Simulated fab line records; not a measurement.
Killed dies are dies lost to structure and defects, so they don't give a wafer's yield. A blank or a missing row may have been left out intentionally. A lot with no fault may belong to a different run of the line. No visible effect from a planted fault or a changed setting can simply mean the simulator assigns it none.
Chamber matching | flow nand_harc | NHARC_P_CONTACT_CMP_24 on cmp-03: 4 sister chambers
The step polishes, t overpolish 30 s, target thk 200 nm. 8 wafers are shown with their chamber, then 9 later ones without.

EACH WAFER AND ITS CHAMBER
wafer  | chamber | motor_current_A (A) | time_to_endpoint_s (s)
L075.4 | 1       | 11.2                | 41.3
L076.1 | 1       | 11.4                | 42.1
L078.2 | 3       | 11.8                | 38.6
L078.3 | 0       | 14.1                | 38.7
L078.4 | 2       | 12.3                | 41.8
L085.1 | 3       | 12.3                | 40.2
L085.4 | 0       | 14.9                | 38.8
L085.6 | 2       | 13.1                | 40.1

WAFERS WHOSE CHAMBER IS MISSING
wafer  | motor_current_A (A) | time_to_endpoint_s (s)
L086.1 | 10.7                | 40.3
L086.2 | 12.4                | 39.1
L086.4 | 14.9                | 35.6
L091.4 | 14.1                | 35.9
L091.5 | 15.0                | 37.6
L091.6 | 11.8                | 38.3
L095.1 | 12.7                | 40.2
L095.2 | 11.4                | 40.1
L095.3 | 12.0                | 37.8

WHICH CHAMBER EACH ONE RAN IN
wafer  | from the rows above          | in truth
L086.1 | can't be placed: 1 or 3      | 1
L086.2 | can't be placed: 3 or 2      | 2
L086.4 | 0                            | 0
L091.4 | 0                            | 0
L091.5 | 0                            | 0
L091.6 | 3                            | 3
L095.1 | can't be placed: 2 or 3      | 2
L095.2 | can't be placed: 3 or 1 or 2 | 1
L095.3 | 3                            | 3
Correctly placed: 5 of 9. These rows do not allow placing 4 (true chamber among the candidates in 4). 0 placed wrongly.
How it was worked out, from the rows above alone: a wafer's distance from a chamber is the root of the sum, over the readings, of the square of ((its reading less the chamber's mean) divided by the reading's scatter). If the next closest chamber is less than 2 further off than the closest, the wafer can't be placed; otherwise it belongs to the closest. A chamber's mean is the mean of its shown wafers. The scatter: the root of (the sum of the squares of (reading less its chamber's mean) over the shown wafers, divided by (wafers less chambers)).
